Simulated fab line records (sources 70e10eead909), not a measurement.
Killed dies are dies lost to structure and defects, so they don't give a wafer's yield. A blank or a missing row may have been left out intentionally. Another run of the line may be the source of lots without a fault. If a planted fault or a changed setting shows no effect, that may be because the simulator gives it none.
Which tool was responsible? ; flow nand_harc ; 24 lots with 72 wafers sampled at 6 steps, on a route of 1302 steps

WHAT EACH GAUGE READ, for each wafer
NHARC_A_SOURCE_PLATE_THK_MEAS_09: measures by ellipsometry. Usual: thk_nm at 9.6 nm, with a standard deviation of 1.1.
lot;measured;on;thk_nm (nm);flag
L074;day 7 09:07;film_metro-01;10.7 8.1 10.2;
L075;day 7 15:29;film_metro-02;9.7 10.8 10.1;
L076;day 8 06:47;film_metro-02;7.4 8.1 9.6;
L077;day 8 06:47;film_metro-01;9.8 10.6 7.6;
L079;day 9 03:50;film_metro-01;10.1 12.0 10.3;
L078;day 9 03:50;film_metro-02;10.9 9.3 7.7;
L080;day 9 14:47;film_metro-01;10.2 9.9 9.9;
L081;day 10 03:37;film_metro-01;9.4 8.9 8.0;
L082;day 10 09:17;film_metro-02;9.7 7.4 10.8;
L083;day 10 21:59;film_metro-02;9.9 9.1 9.2;
L084;day 11 07:52;film_metro-01;10.8 9.0 11.4;
L085;day 11 23:00;film_metro-02;11.4 10.0 10.7;
L086;day 12 01:37;film_metro-01;10.1 8.7 8.5;
L087;day 12 11:05;film_metro-01;9.0 10.0 9.3;
L088;day 13 04:07;film_metro-02;9.8 9.9 8.8;
L089;day 13 04:08;film_metro-01;9.3 9.2 11.3;
L090;day 14 07:20;film_metro-02;10.5 8.1 8.5;
L091;day 14 07:20;film_metro-01;11.6 11.4 9.4;
L092;day 14 11:06;film_metro-02;8.6 8.8 8.8;
L093;day 15 03:38;film_metro-02;8.7 8.3 9.3;
L094;day 15 07:20;film_metro-01;9.5 11.3 11.3;
L095;day 16 05:40;film_metro-01;9.5 8.4 9.8;
L096;day 16 11:37;film_metro-01;9.8 9.8 10.3;
L097;day 16 20:37;film_metro-01;9.5 9.8 11.4;

NHARC_A_ONON_D1_THK_MEAS_02: measures by ellipsometry. Usual: thk_nm at 1002 nm, with a standard deviation of 10.
lot;measured;on;thk_nm (nm);flag
L074;day 7 22:13;film_metro-01;996 996 995;
L075;day 8 06:36;film_metro-02;994 993 993;
L076;day 8 19:54;film_metro-01;1002 1001 1002;
L077;day 8 19:54;film_metro-02;980 983 983;
L079;day 9 18:38;film_metro-02;1006 1006 1005;
L078;day 9 18:38;film_metro-01;997 998 998;
L080;day 10 04:32;film_metro-02;1005 1002 1005;
L081;day 10 17:12;film_metro-02;1017 1018 1017;
L082;day 11 01:23;film_metro-02;1006 1007 1006;
L083;day 11 12:10;film_metro-01;1006 1005 1006;
L084;day 11 21:19;film_metro-01;1031 1031 1032;
L085;day 12 15:17;film_metro-01;989 988 990;
L086;day 12 15:20;film_metro-02;1000 1000 998;
L087;day 13 00:46;film_metro-02;998 1000 1000;
L088;day 13 17:57;film_metro-02;994 992 993;
L089;day 13 17:58;film_metro-02;1006 1005 1005;
L090;day 14 20:53;film_metro-01;1004 1004 1003;
L091;day 14 20:53;film_metro-02;991 990 990;
L092;day 15 00:38;film_metro-02;1002 1002 1001;
L093;day 15 16:47;film_metro-01;996 997 996;
L094;day 15 21:24;film_metro-02;1001 999 1002;
L095;day 16 18:52;film_metro-01;1008 1008 1005;
L096;day 17 00:50;film_metro-01;1020 1019 1023;
L097;day 17 15:19;film_metro-02;990 991 992;

EACH LOT AND THE TOOL THAT RAN IT (in order: tool; ch and the chambers of the sampled wafers; start)
lot;NHARC_P_M2_DEP_33;NHARC_P_BONDPAD_ETCH_12;NHARC_P_BONDPAD_DEGAS_25;NHARC_A_ZERO_WELL_DESCUM_12
L074;pecvd-04 ch 0,1, day 6 18:33;rie_diel-03 ch 0,1, day 6 21:22 or earlier;pvd_sputter-02, day 6 21:22;rie_diel-07 ch 0,1,2, day 7 00:20
L075;pecvd-01 ch 0,1,2, day 7 00:55;rie_diel-12 ch 1,2, day 7 03:59 or earlier;pvd_sputter-03, day 7 03:59;rie_diel-07 ch 0,3, day 7 07:02
L076;pecvd-02 ch 0,1, day 7 15:34;rie_diel-08 ch 1,3, day 7 18:16 or earlier;pvd_sputter-01, day 7 18:16;rie_diel-07 ch 1,2, day 7 21:22
L077;pecvd-04 ch 0,1,2, day 7 16:50;rie_diel-03 ch 0,1,3, day 7 19:43 or earlier;pvd_sputter-03, day 7 19:43;rie_diel-05 ch 1,2,3, day 7 22:48
L079;pecvd-02 ch 1,2, day 8 13:26;rie_diel-12 ch 0,3, day 8 16:05 or earlier;pvd_sputter-02, day 8 16:05;rie_diel-07 ch 0,1, day 8 19:10
L078;pecvd-01 ch 1,2, day 8 14:17;rie_diel-12 ch 0,3, day 8 17:05 or earlier;pvd_sputter-02, day 8 17:05;rie_diel-07 ch 0,1, day 8 20:10
L080;pecvd-02 ch 0,2, day 9 00:39;rie_diel-03 ch 0,1,3, day 9 03:37 or earlier;pvd_sputter-02, day 9 03:37;rie_diel-04 ch 0,3, day 9 06:41
L081;pecvd-01 ch 0,1,2, day 9 13:16;rie_diel-12 ch 0,2,3, day 9 15:53 or earlier;pvd_sputter-01, day 9 15:53;rie_diel-07 ch 0,1, day 9 18:59
L082;pecvd-01 ch 1,2, day 9 19:32;rie_diel-12 ch 2,3, day 9 22:16 or earlier;pvd_sputter-03, day 9 22:16;rie_diel-07 ch 1,2,3, day 10 01:14
L083;pecvd-04 ch 0,1,2, day 10 05:50;rie_diel-12 ch 0,1,3, day 10 08:35 or earlier;pvd_sputter-01, day 10 08:35;rie_diel-05 ch 0,2,3, day 10 11:40
L084;pecvd-04 ch 1,2, day 10 17:14;rie_diel-12 ch 2,3, day 10 20:16 or earlier;pvd_sputter-02, day 10 20:16;rie_diel-07 ch 1,2, day 10 23:12
L085;pecvd-04 ch 0,2, day 11 07:52;rie_diel-03 ch 0,1,3, day 11 10:37 or earlier;pvd_sputter-01, day 11 10:37;rie_diel-07 ch 0,1,2, day 11 13:43
L086;pecvd-02 ch 1,2, day 11 11:40;rie_diel-03 ch 0,3, day 11 14:28 or earlier;pvd_sputter-01, day 11 14:28;rie_diel-07 ch 1,2, day 11 17:32
L087;pecvd-02 ch 1,2, day 11 21:10;rie_diel-08 ch 0,1,3, day 11 23:55 or earlier;pvd_sputter-02, day 11 23:55;rie_diel-07 ch 0,1,2, day 12 03:00
L088;pecvd-01 ch 0,1,2, day 12 14:01;rie_diel-12 ch 2,3, day 12 16:33 or earlier;pvd_sputter-03, day 12 16:33;rie_diel-07 ch 0,1,3, day 12 19:39
L089;pecvd-02 ch 0,1, day 12 14:39;rie_diel-12 ch 0,1, day 12 17:27 or earlier;pvd_sputter-03, day 12 17:27;rie_diel-07 ch 1,2, day 12 20:22
L090;pecvd-04 ch 0,1,2, day 13 12:52;rie_diel-03 ch 0,1,3, day 13 15:40 or earlier;pvd_sputter-02, day 13 15:40;rie_diel-07 ch 0,2,3, day 13 18:48
L091;pecvd-02 ch 0,1,2, day 13 13:34;rie_diel-08 ch 0,1,3, day 13 16:26 or earlier;pvd_sputter-01, day 13 16:26;rie_diel-04 ch 0,1,2, day 13 19:25
L092;pecvd-04 ch 1,2, day 13 20:59;rie_diel-08 ch 0,1,3, day 13 23:39 or earlier;pvd_sputter-02, day 13 23:39;rie_diel-07 ch 1,2, day 14 02:37
L093;pecvd-04 ch 0,1,2, day 14 11:46;rie_diel-12 ch 1,2, day 14 14:25 or earlier;pvd_sputter-01, day 14 14:25;rie_diel-05 ch 0,1,2, day 14 17:30
L094;pecvd-02 ch 0,1, day 14 16:24;rie_diel-03 ch 0,1,3, day 14 19:05 or earlier;pvd_sputter-03, day 14 19:05;rie_diel-07 ch 0,2, day 14 22:08
L095;pecvd-02 ch 0,1, day 15 15:55;rie_diel-12 ch 2,3, day 15 18:36 or earlier;pvd_sputter-02, day 15 18:36;rie_diel-07 ch 0,1,2, day 15 21:34
L096;pecvd-02 ch 0,1,2, day 15 20:07;rie_diel-03 ch 0,1,3, day 15 22:55 or earlier;pvd_sputter-02, day 15 22:55;rie_diel-07 ch 0,2,3, day 16 02:01
L097;pecvd-02 ch 0,2, day 16 06:16;rie_diel-03 ch 1,2,3, day 16 08:57 or earlier;pvd_sputter-01, day 16 08:57;rie_diel-07 ch 0,3, day 16 12:01
- NHARC_P_M2_DEP_33: deposits SiCN, target thk 30 nm.
- NHARC_P_BONDPAD_ETCH_12: etches the open film in CHF3/O2, target depth 200 nm, time 100 s.
- NHARC_P_BONDPAD_DEGAS_25: time 60 s.
- NHARC_A_ZERO_WELL_DESCUM_12: chemistry O2, time 3 s.

AS READ BY THE TOOLS THEMSELVES (means over the sampled wafers that have a number; for cases with no such wafer, the mark the record gives instead)
NHARC_P_M2_DEP_33. Usual: heater_power_outer_w 345 W, standard deviation 56; heater_power_w 601 W, standard deviation 83; rf_fwd_power_W 448.9 W, standard deviation 1.4.
lot;tool;heater_power_outer_w (W);heater_power_w (W);rf_fwd_power_W (W);flag
L074;pecvd-04;294;503;448.8;
L075;pecvd-01;373;678;447.9;
L076;pecvd-02;290;546;450.2;
L077;pecvd-04;332;555;450.2;
L079;pecvd-02;313;569;449.0;
L078;pecvd-01;390;708;449.6;
L080;pecvd-02;348;590;448.5;
L081;pecvd-01;367;667;448.8;
L082;pecvd-01;407;721;450.3;
L083;pecvd-04;324;548;448.6;
L084;pecvd-04;357;575;448.0;
L085;pecvd-04;355;579;448.7;
L086;pecvd-02;305;546;448.4;
L087;pecvd-02;252;468;448.8;
L088;pecvd-01;377;681;449.3;
L089;pecvd-02;309;562;448.1;
L090;pecvd-04;346;591;449.1;
L091;pecvd-02;349;602;449.2;
L092;pecvd-04;348;565;447.7;
L093;pecvd-04;357;587;447.7;
L094;pecvd-02;326;594;449.6;
L095;pecvd-02;307;573;449.4;
L096;pecvd-02;325;583;448.3;
L097;pecvd-02;408;668;449.6;

NHARC_P_BONDPAD_ETCH_12. Usual: drypump_motor_current_A 5.6 A, standard deviation 0.43; oes_product_au 0.941 a.u., standard deviation 0.024; rf_fwd_power_W 496.7 W, standard deviation 1.8; rf_vpp_V 371.1 V, standard deviation 1.7; showerhead_plenum_p_Torr 2.43 Torr, standard deviation 0.076; throttle_valve_pct 20.572 %, standard deviation 0.01.
lot;tool;drypump_motor_current_A (A);oes_product_au (a.u.);rf_fwd_power_W (W);rf_vpp_V (V);showerhead_plenum_p_Torr (Torr);throttle_valve_pct (%);flag
L074;rie_diel-03;5.6;0.921;496.1;370.6;2.41;20.576;
L075;rie_diel-12;5.7;0.984;496.1;372.6;2.50;20.567;
L076;rie_diel-08;6.0;0.932;496.5;371.8;2.47;20.574;
L077;rie_diel-03;5.6;0.921;497.7;370.9;2.44;20.569;
L079;rie_diel-12;5.2;0.927;496.9;369.0;2.34;20.567;
L078;rie_diel-12;5.5;0.967;497.3;370.5;2.39;20.570;
L080;rie_diel-03;5.6;0.924;497.2;370.8;2.44;20.562;
L081;rie_diel-12;5.5;0.940;498.0;370.2;2.39;20.574;
L082;rie_diel-12;5.8;0.925;497.3;372.2;2.44;20.571;
L083;rie_diel-12;5.5;0.927;496.3;371.1;2.42;20.571;
L084;rie_diel-12;5.8;0.920;498.0;371.3;2.44;20.578;
L085;rie_diel-03;5.6;0.968;496.4;371.1;2.44;20.585;
L086;rie_diel-03;5.9;0.931;496.3;370.5;2.41;20.574;
L087;rie_diel-08;5.6;0.924;495.8;371.2;2.48;20.580;
L088;rie_diel-12;5.8;0.962;495.8;370.8;2.44;20.577;
L089;rie_diel-12;5.5;0.971;498.0;371.3;2.45;20.583;
L090;rie_diel-03;5.6;0.981;497.0;370.9;2.44;20.580;
L091;rie_diel-08;5.6;0.926;496.5;372.2;2.48;20.571;
L092;rie_diel-08;5.6;0.924;495.3;373.0;2.48;20.572;
L093;rie_diel-12;5.7;0.965;496.2;372.3;2.50;20.576;
L094;rie_diel-03;5.6;0.937;496.2;370.8;2.44;20.570;
L095;rie_diel-12;5.8;0.954;496.2;371.7;2.44;20.569;
L096;rie_diel-03;5.6;0.933;498.3;371.1;2.43;20.564;
L097;rie_diel-03;5.5;0.924;495.8;371.8;2.44;20.572;

NHARC_P_BONDPAD_DEGAS_25. Usual: heater_power_w at 495 W, with a standard deviation of 49.
lot;tool;heater_power_w (W);flag
L074;pvd_sputter-02;505;
L075;pvd_sputter-03;413;
L076;pvd_sputter-01;484;
L077;pvd_sputter-03;426;
L079;pvd_sputter-02;511;
L078;pvd_sputter-02;539;
L080;pvd_sputter-02;544;
L081;pvd_sputter-01;516;
L082;pvd_sputter-03;421;
L083;pvd_sputter-01;488;
L084;pvd_sputter-02;508;
L085;pvd_sputter-01;511;
L086;pvd_sputter-01;484;
L087;pvd_sputter-02;511;
L088;pvd_sputter-03;450;
L089;pvd_sputter-03;443;
L090;pvd_sputter-02;530;
L091;pvd_sputter-01;473;
L092;pvd_sputter-02;515;
L093;pvd_sputter-01;508;
L094;pvd_sputter-03;447;
L095;pvd_sputter-02;530;
L096;pvd_sputter-02;505;
L097;pvd_sputter-01;484;

NHARC_A_ZERO_WELL_DESCUM_12. Usual: drypump_motor_current_A 5.39 A, standard deviation 0.27; oes_product_au 1.003 a.u., standard deviation 0.014; rf_vpp_V 58.0 V, standard deviation 0.93; showerhead_plenum_p_Torr 1.97 Torr, standard deviation 0.089; throttle_valve_pct 11.312 %, standard deviation 0.0097.
lot;tool;drypump_motor_current_A (A);oes_product_au (a.u.);rf_vpp_V (V);showerhead_plenum_p_Torr (Torr);throttle_valve_pct (%);flag
L074;rie_diel-07;5.28;0.997;58.1;2.00;11.314;
L075;rie_diel-07;5.44;1.012;57.6;2.04;11.321;
L076;rie_diel-07;5.20;0.992;58.2;1.99;11.311;
L077;rie_diel-05;5.59;0.988;57.8;1.82;11.316;
L079;rie_diel-07;5.19;0.997;58.6;1.97;11.307;
L078;rie_diel-07;5.28;1.000;58.1;1.99;11.311;
L080;rie_diel-04;5.83;1.014;58.5;1.98;11.319;
L081;rie_diel-07;5.26;0.992;58.4;1.99;11.321;
L082;rie_diel-07;5.31;1.007;57.9;2.02;11.313;
L083;rie_diel-05;5.54;0.990;57.7;1.82;11.308;
L084;rie_diel-07;5.26;1.003;58.4;2.01;11.310;
L085;rie_diel-07;5.26;1.003;58.2;2.00;11.310;
L086;rie_diel-07;5.27;1.007;58.2;2.01;11.309;
L087;rie_diel-07;5.26;1.007;57.7;2.00;11.314;
L088;rie_diel-07;5.31;0.998;58.4;2.01;11.321;
L089;rie_diel-07;5.20;0.994;59.0;1.99;11.305;
L090;rie_diel-07;5.38;1.008;58.1;2.03;11.302;
L091;rie_diel-04;5.57;1.008;58.3;1.91;11.311;
L092;rie_diel-07;5.26;1.003;58.0;2.01;11.308;
L093;rie_diel-05;5.76;1.001;57.6;1.78;11.304;
L094;rie_diel-07;5.32;1.012;57.9;2.03;11.316;
L095;rie_diel-07;5.26;1.010;58.1;2.00;11.313;
L096;rie_diel-07;5.36;1.013;58.5;2.03;11.316;
L097;rie_diel-07;5.43;1.010;58.3;2.04;11.310;

THE ANSWER, worked out from the rows above alone
Rule: take the mean of a lot's wafers that have a number; if it is more than 3 standard deviations from the usual mean, the lot is off. A lot without any number at a reading at which 4 lots or more have one is off too. Where the step has rows for the other lots, those lots are counted as sound. The gauges are gone through in route order, then the tools' own readings, and for those a lot's mean is taken as printed above. At the first step where some lot is off, the reading lying furthest off is the one used; lots without a number count as furthest.
No lot is off on any of the readings shown, so nothing can be concluded from this.

WHAT THE SIMULATOR HAD PUT IN
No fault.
